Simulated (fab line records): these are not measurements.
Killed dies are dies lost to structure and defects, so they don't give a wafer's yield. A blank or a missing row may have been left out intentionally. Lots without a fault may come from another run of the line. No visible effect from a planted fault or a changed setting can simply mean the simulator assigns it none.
The same fault as seen by 3 desks    flow n5-finfet    what lay behind the numbers comes last; until then each desk has only its own

METROLOGY DESK
Lot by lot, what the gauges showed, no matter which tool ran the lot: averages of those sampled wafers that carry a number. Any lot whose mean is over 4 standard deviations away from the usual mean is out of limits and marked OUT; that distance is given in the brackets. Only the readings that lie furthest out on some lot appear, 7 of the 26 it has.
Columns: A = COMB_M14 at N5_BEOL_M15_RC_MEAS_101, usual 3.6e-12 S/m; B = COMB_M15 at N5_BEOL_M15_RC_MEAS_101, usual 2.5e-12 S/m; C = COMB_M5 at N5_BEOL_M15_RC_MEAS_101, usual 3.6e-11 S/m; D = COMB_M8 at N5_BEOL_M15_RC_MEAS_101, usual 2.6e-11 S/m; E = SERP_M12 at N5_BEOL_M15_RC_MEAS_101, usual 0.635 ohm/um; F = SERP_M12_max_site at N5_BEOL_M15_RC_MEAS_101, usual 0.648 ohm/um; G = SERP_M7 at N5_BEOL_M15_RC_MEAS_101, usual 13.8 ohm/um
lot   first seen here  A        B        C        D        E      F      G
L526  day 11 14:59     3.6e-12  2.5e-12  3.6e-11  3.4e-11  0.651  0.668  13.4
L528  day 12 00:07     3.4e-12  2.2e-12  3.7e-11  3.1e-11  0.642  0.654  13.8
L530  day 12 14:51     3.9e-12  2.3e-12  3.0e-11  2.1e-11  0.638  0.646  13.8
L531  day 12 15:26     4.1e-12  2.4e-12  2.8e-11  2.3e-11  0.624  0.636  13.9
L537  day 14 03:00     5.5e-12  3.6e-12  3.8e-11  2.2e-11  0.649  0.664  14.9
L540  day 14 19:47     4.8e-12  3.0e-12  4.4e-11  2.7e-11  0.641  0.658  14.1
L539  day 14 22:20     3.3e-12  1.8e-12  4.4e-11  3.0e-11  0.680  0.698  13.9
L536  day 15 03:34     3.6e-12  2.5e-12  2.6e-11  3.0e-11  0.650  0.663  14.4
This desk's verdict: no lot among the 8 shows anything out of limits.

THE DEFECT DESK
Per lot, the means of the sampled wafers with a number show what the inspections along the route counted. Any lot whose mean is over 4 standard deviations away from the usual mean is out of limits and marked OUT; that distance is given in the brackets.
Columns: A = raw-defect-count at N5_BEOL_M15_INSPECT_55, usual 71
lot   first seen here  A
L526  day 11 15:08     74
L528  day 12 00:17     66
L530  day 12 15:01     70
L531  day 12 15:37     75
L537  day 14 03:09     75
L540  day 14 19:56     76
L539  day 14 22:29     78
L536  day 15 03:43     51
This desk's verdict: no lot among the 8 shows anything out of limits.

DESK OF THE TOOL OWNER: rie-diel-05
The tool's own readings at N5_BEOL_M12_ETCH_68 (etches SOC in N2/H2, time 285 s): means of the sampled wafers that have a number, for each lot that ran on this tool. Any lot whose mean is over 4 standard deviations away from the usual mean is out of limits and marked OUT; that distance is given in the brackets. Only the readings that lie furthest out on some lot appear, 7 of the 8 it has.
Columns: A = drypump-motor-current-A at N5_BEOL_M12_ETCH_68, usual 5.4 A; B = n2-flow-sccm at N5_BEOL_M12_ETCH_68, usual 200.0 sccm; C = oes-product-au at N5_BEOL_M12_ETCH_68, usual 0.76 a.u.; D = rf-vpp-V at N5_BEOL_M12_ETCH_68, usual 523.5 V; E = showerhead-plenum-p-Torr at N5_BEOL_M12_ETCH_68, usual 2.53 Torr; F = temp-c at N5_BEOL_M12_ETCH_68, usual 40.01 C; G = throttle-valve-pct at N5_BEOL_M12_ETCH_68, usual 17.77 %
lot   first seen here  A    B      C     D      E     F      G
L528  day 11 04:32     5.5  200.3  0.84  525.9  2.66  40.13  17.57
L531  day 11 19:14     5.2  199.4  0.80  525.9  2.61  40.01  17.50
L537  day 13 05:44     5.4  200.2  0.77  523.9  2.55  40.06  17.71
L540  day 14 01:27     5.4  200.0  0.71  523.5  2.53  39.99  17.78
L539  day 14 05:01     5.8  199.5  0.61  527.4  2.67  39.94  17.77
This desk's verdict: no lot among the 5 shows anything out of limits.

TAKEN TOGETHER
Nothing out of limits was seen by the metrology desk.
Nothing the defect desk looked at was out of limits.
The tool owner's desk saw nothing out of limits.

WHAT THE SIMULATOR PUT IN
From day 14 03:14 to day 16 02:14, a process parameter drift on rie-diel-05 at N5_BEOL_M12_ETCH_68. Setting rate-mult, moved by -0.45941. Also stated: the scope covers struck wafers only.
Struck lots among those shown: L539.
